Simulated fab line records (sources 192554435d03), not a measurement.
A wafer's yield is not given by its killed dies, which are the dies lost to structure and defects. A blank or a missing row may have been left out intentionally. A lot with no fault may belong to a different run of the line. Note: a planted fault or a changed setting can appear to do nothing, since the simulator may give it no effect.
Which tool did it? | flow n5Finfet | 30 wafers from 10 lots sampled at 4 of the route's 1938 steps

WHAT THE GAUGES SHOWED, per wafer
N5_BEOL_M13_RS_MEAS_54: measurement is done with a four-point probe.
lot  | measured     | on           | M13_RS (ohm/sq)
L077 | day 11 14:38 | filmMetro-02 | 0.0446 0.0448 0.0450
L078 | day 12 16:09 | filmMetro-01 | 0.0455 0.0455 0.0438
L081 | day 12 22:42 | filmMetro-01 | 0.0455 0.0455 0.0444
L080 | day 13 15:28 | filmMetro-02 | 0.0451 0.0452 0.0449
L086 | day 13 23:25 | filmMetro-02 | 0.0439 0.0446 0.0445
L084 | day 14 05:17 | filmMetro-01 | 0.0459 0.0454 0.0452
L088 | day 14 11:40 | filmMetro-02 | 0.0443 0.0433 0.0445
L090 | day 15 03:37 | filmMetro-01 | 0.0458 0.0435 0.0445
L093 | day 15 21:23 | filmMetro-02 | 0.0435 0.0449 0.0440
L096 | day 16 22:22 | filmMetro-02 | 0.0457 0.0465 0.0464

WHICH TOOL RAN EACH LOT (tool, then ch and the chambers of the sampled wafers, then the start)
lot  | N5_BEOL_M12_ANNEAL_48           | N5_BEOL_M13_DESCUM_33             | N5_BEOL_M13_TRENCH_ETCH_34
L077 | rtpAnneal-02 ch 0, day 11 04:32 | rieDiel-05 ch 0,1,2, day 11 07:09 | rieDiel-05 ch 0,1,2, day 11 07:34
L078 | rtpAnneal-01 ch 0, day 12 10:42 | rieDiel-01 ch 0,1, day 12 13:16   | rieDiel-01 ch 0,1, day 12 13:40
L081 | rtpAnneal-02 ch 0, day 12 16:08 | rieDiel-06 ch 1,2,3, day 12 18:35 | rieDiel-06 ch 1,2,3, day 12 18:59
L080 | rtpAnneal-01 ch 0, day 13 09:47 | rieDiel-01 ch 0,3, day 13 12:05   | rieDiel-01 ch 0,3, day 13 12:29
L086 | rtpAnneal-01 ch 0, day 13 18:04 | rieDiel-01 ch 1,2,3, day 13 20:20 | rieDiel-01 ch 1,2,3, day 13 20:44
L084 | rtpAnneal-01 ch 0, day 13 23:27 | rieDiel-05 ch 1,2,3, day 14 01:44 | rieDiel-05 ch 1,2,3, day 14 02:09
L088 | rtpAnneal-01 ch 0, day 14 05:51 | rieDiel-05 ch 0,3, day 14 08:07   | rieDiel-05 ch 0,3, day 14 08:31
L090 | rtpAnneal-01 ch 0, day 14 19:26 | rieDiel-01 ch 0,1,2, day 14 23:13 | rieDiel-01 ch 0,1,2, day 14 23:37
L093 | rtpAnneal-01 ch 0, day 15 13:06 | rieDiel-05 ch 2,3, day 15 15:57   | rieDiel-05 ch 2,3, day 15 16:21
L096 | rtpAnneal-02 ch 0, day 16 16:12 | rieDiel-06 ch 0,1,2, day 16 18:41 | rieDiel-06 ch 0,1,2, day 16 19:05
- N5_BEOL_M12_ANNEAL_48: time 90 s.
- N5_BEOL_M13_DESCUM_33: chemistry O2, time 7.9 s.
- N5_BEOL_M13_TRENCH_ETCH_34: etches SiOC in C4F8/O2/Ar, target depth 413.47 nm, time 162.6 s.

THE ANSWER, worked out from the rows above alone
Rule: what is usual is taken from the lots themselves. The widest of any qualifying gaps counts: lots, ordered by their means at a reading, are off when they make up no more than a third of the lots, leave a main group of 4 or more, and stand apart from it by 3 or more times the standard deviation of that group's means. A main group is skipped when, at the precision printed for the reading in the tables above, its means are all equal. A lot without any number at a reading at which 4 lots or more have one is off too. Any other lot the step has rows for is counted as sound.
Nothing can be told from this: no lot is off at any reading shown.

WHAT WAS PUT IN BY THE SIMULATOR
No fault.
